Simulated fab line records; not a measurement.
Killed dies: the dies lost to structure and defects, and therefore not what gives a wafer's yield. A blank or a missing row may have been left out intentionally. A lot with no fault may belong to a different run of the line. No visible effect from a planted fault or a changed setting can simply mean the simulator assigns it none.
Split-lot trial -- flow n5 finfet -- 7 lots, 21 wafers read, on a route of 1938 steps

THE SPLIT
At N5_SD_EPI_N_PEB_07 (peb time 60 s), the setting peb temp c was moved away from the recipe's 110 C on 9 of the 21 wafers read, by -2.5% to +3.0%. For the rest of the wafers, this setting stayed at what the recipe calls for.

FROM SPLIT TO READING: 1 step shown by the file between the two
- N5_SD_EPI_N_DEVELOP_08: develop time 30 s

THE READING
Shown in nm: cd nm at N5_SD_EPI_N_CD_MEAS_09, with target cd 120 nm. Fault-free wafers of this fab line usually give 119.7 nm, standard deviation 0.58 nm.

wafer,"tool, chamber at the split","peb temp c as run, C",against the recipe,"cd nm, nm",against lot-mates on the recipe
L077.1,"litho track-01, 0",110,recipe,119.9,-
L077.2,"litho track-01, 0",112,+1.8%,125.4,+5.5
L077.4,"litho track-01, 0",112,+1.8%,125.4,+5.5
L082.1,"litho track-04, 0",110,recipe,124.8,-
L082.4,"litho track-04, 0",112.5,+2.3%,130.8,+8.2
L082.5,"litho track-04, 0",110,recipe,120.4,-
L085.1,"litho track-04, 0",107.2,-2.5%,111.0,-8.6
L085.3,"litho track-04, 0",110,recipe,119.9,-
L085.4,"litho track-04, 0",110,recipe,119.2,-
L086.2,"litho track-01, 0",110,recipe,119.6,-
L086.5,"litho track-01, 0",113.3,+3.0%,130.8,+11.2
L086.6,"litho track-01, 0",113.3,+3.0%,130.7,+11.1
L089.1,"litho track-04, 0",110,recipe,119.3,-
L089.3,"litho track-04, 0",110,recipe,119.1,-
L089.4,"litho track-04, 0",110,recipe,119.6,-
L092.2,"litho track-03, 0",110,recipe,119.6,-
L092.4,"litho track-03, 0",107.7,-2.1%,116.8,-2.8
L092.6,"litho track-03, 0",107.7,-2.1%,117.1,-2.5
L094.3,"litho track-04, 0",110,recipe,123.0,-
L094.5,"litho track-04, 0",110,recipe,122.9,-
L094.6,"litho track-04, 0",111.4,+1.3%,123.5,+0.5

THE FIT
A straight line over all 21 wafers: cd nm changes by +3.07 nm for each +1% of peb temp c; r = +0.93; the points scatter about the line by 1.9 nm.
The same after taking each lot's own level away (the mean of its wafers on the recipe; 21 wafers): +2.92 nm for each +1%; r = +0.93; scatter 1.7 nm.
On that fit, the largest move of peb temp c shifts the reading by 8.8 nm.
From 119.33 to 122.95 nm: that is the span of the lots' own levels, equal to 6.2 times the standard deviation above.
So the lot-to-lot level changes the slope little: the two slopes agree.
Check: +8.68 nm against its lot-mates is what the line predicts for one of the wafers moved furthest among these (+3.0%) when that wafer is left out of the fit. It came out at +11.2 nm against them.

THE WHOLE CHAIN: every reading that the file lists as answering this split, in the file's order
step,what it does,reading,change (the file's fit),r (the file's)
N5_SD_EPI_N_CD_MEAS_09,target cd 120 nm,cd nm,+2.99 nm for each +1% of the setting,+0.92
N5_SD_EPI_N_DESCUM_14,"chemistry O2, time 7.9 s","SD_EPI_N.cd nm (the simulator's own value, which no gauge read)",+2.97 nm for each +1% of the setting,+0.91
N5_SD_EPI_N_ETCH_35,"etches SOC in N2/H2, overetch 108 nm, time 486 s","SD_EPI_N.cd nm (the simulator's own value, which no gauge read)",+3.06 nm for each +1% of the setting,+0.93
N5_SD_EPI_N_ETCH_34,"etches SiARC in CF4, target depth 45.5 nm, time 75.8 s","SD_EPI_N.cd nm (the simulator's own value, which no gauge read)","+2.82 nm for each +1% of the setting, in a fit together with dose mj@SD_EPI_N_EXPOSE_06",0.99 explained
N5_SD_EPI_N_ETCHBACK_44,"etches SiNx in CH3F/O2, stops on SiO2, target depth 14.5 nm","SD_EPI_N.cd nm (the simulator's own value, which no gauge read)","+2.94 nm for each +1% of the setting, in a fit together with dose mj@SD_EPI_N_EXPOSE_06",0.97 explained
N5_SD_EPI_N_ETCH_45,"etches SiOCN in CH3F/O2, target depth 6 nm","SD_EPI_N.cd nm (the simulator's own value, which no gauge read)","+2.93 nm for each +1% of the setting, in a fit together with dose mj@SD_EPI_N_EXPOSE_06",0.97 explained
N5_SD_EPI_N_ETCH_16,"etches SiO2 in CHF3/O2, target depth 5 nm","SD_EPI_N.cd nm (the simulator's own value, which no gauge read)","+2.92 nm for each +1% of the setting, in a fit together with dose mj@SD_EPI_N_EXPOSE_06",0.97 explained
N5_SD_EPI_N_SD_RECESS_17,"chemistry HBr/Cl2/O2, target depth 41 nm, time 23.7 s, bt time 3 s","SD_EPI_N.cd nm (the simulator's own value, which no gauge read)","+2.93 nm for each +1% of the setting, in a fit together with dose mj@SD_EPI_N_EXPOSE_06",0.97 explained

THE FILE'S OWN FIT
cd nm changes by +2.99 nm for each +1% of peb temp c, r = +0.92.
